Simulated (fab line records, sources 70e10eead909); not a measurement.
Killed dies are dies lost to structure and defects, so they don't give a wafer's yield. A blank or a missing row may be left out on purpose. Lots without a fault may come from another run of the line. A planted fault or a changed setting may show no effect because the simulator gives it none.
Tool commonality check | flow nand_harc | 2 lots, 6 wafers sampled

WHY IT WAS OPENED
At NHARC_END_SORT_01 the reading killed_at_array is flagged on 2 of 2 lots. Wafers without a fault read 27, standard deviation 8.8.
Rule: a lot is flagged when every wafer of it that has a number lies more than 4 standard deviations from that mean, or none has a number. The other lots count as sound.

lot  | measured     | on        | killed_at_array, wafer by wafer | flag
L837 | day 21 10:14 | prober-01 | 93 95 83                        | FLAGGED
L838 | day 21 17:55 | prober-01 | 76 80 76                        | FLAGGED
The numbers of the flagged lots are 84 on average: +57 against the usual, or +6 standard deviations.

WHICH TOOL RAN EACH LOT
The record holds 3 process steps before the reading, out of a route of 1159 steps. In each cell: the tool, then ch and the chambers that the sampled wafers went through, then the start.
lot  | flag    | NHARC_A_ONON_D1_DEP_19           | NHARC_A_BONDPAD_DESCUM_11          | NHARC_THIN_TSV_STRIP_45
L837 | FLAGGED | pecvd_onon-03 ch 0, day 9 18:02  | rie_diel-01 ch 0,1,2, day 20 01:35 | plasma_asher-02 ch 0,1, day 20 17:59
L838 | FLAGGED | pecvd_onon-03 ch 0, day 10 08:50 | rie_diel-13 ch 0,1,3, day 20 06:52 | plasma_asher-01 ch 0,1, day 20 22:28
What these steps do:
- NHARC_A_ONON_D1_DEP_19: target thk 1000 nm.
- NHARC_A_BONDPAD_DESCUM_11: chemistry O2, time 3 s.
- NHARC_THIN_TSV_STRIP_45: strips in O2.
- NHARC_END_SORT_01

FLAGGED OVER TOTAL, TOOL BY TOOL (the gauges that took the reading come last)
step                      | tool            | lots run | flagged | share of the flagged lots | sound lots run after its first flagged lot
NHARC_A_ONON_D1_DEP_19    | pecvd_onon-03   | 2        | 2       | all                       | 0
NHARC_A_BONDPAD_DESCUM_11 | rie_diel-01     | 1        | 1       | some                      | 0
NHARC_A_BONDPAD_DESCUM_11 | rie_diel-13     | 1        | 1       | some                      | 0
NHARC_THIN_TSV_STRIP_45   | plasma_asher-01 | 1        | 1       | some                      | 0
NHARC_THIN_TSV_STRIP_45   | plasma_asher-02 | 1        | 1       | some                      | 0
NHARC_END_SORT_01         | prober-01       | 2        | 2       | all                       | 0

WHAT THE TABLE ALLOWS
2 rows of the table ran every flagged lot: pecvd_onon-03 at NHARC_A_ONON_D1_DEP_19, prober-01 at NHARC_END_SORT_01.
- pecvd_onon-03 at NHARC_A_ONON_D1_DEP_19: 2 of its 2 lots flagged. It ran no sound lot before its first flagged lot in this sample, so the start can't be narrowed down.
- prober-01 at NHARC_END_SORT_01: 2 of its 2 lots flagged. It ran no sound lot before its first flagged lot in this sample, so the start can't be narrowed down.
Counting lots can't tell these 2 tools apart, because each fits a fault that began at some hour. More lots, or a look at what each step does to the wafer, might.

WHAT THE SIMULATOR HAD PUT IN
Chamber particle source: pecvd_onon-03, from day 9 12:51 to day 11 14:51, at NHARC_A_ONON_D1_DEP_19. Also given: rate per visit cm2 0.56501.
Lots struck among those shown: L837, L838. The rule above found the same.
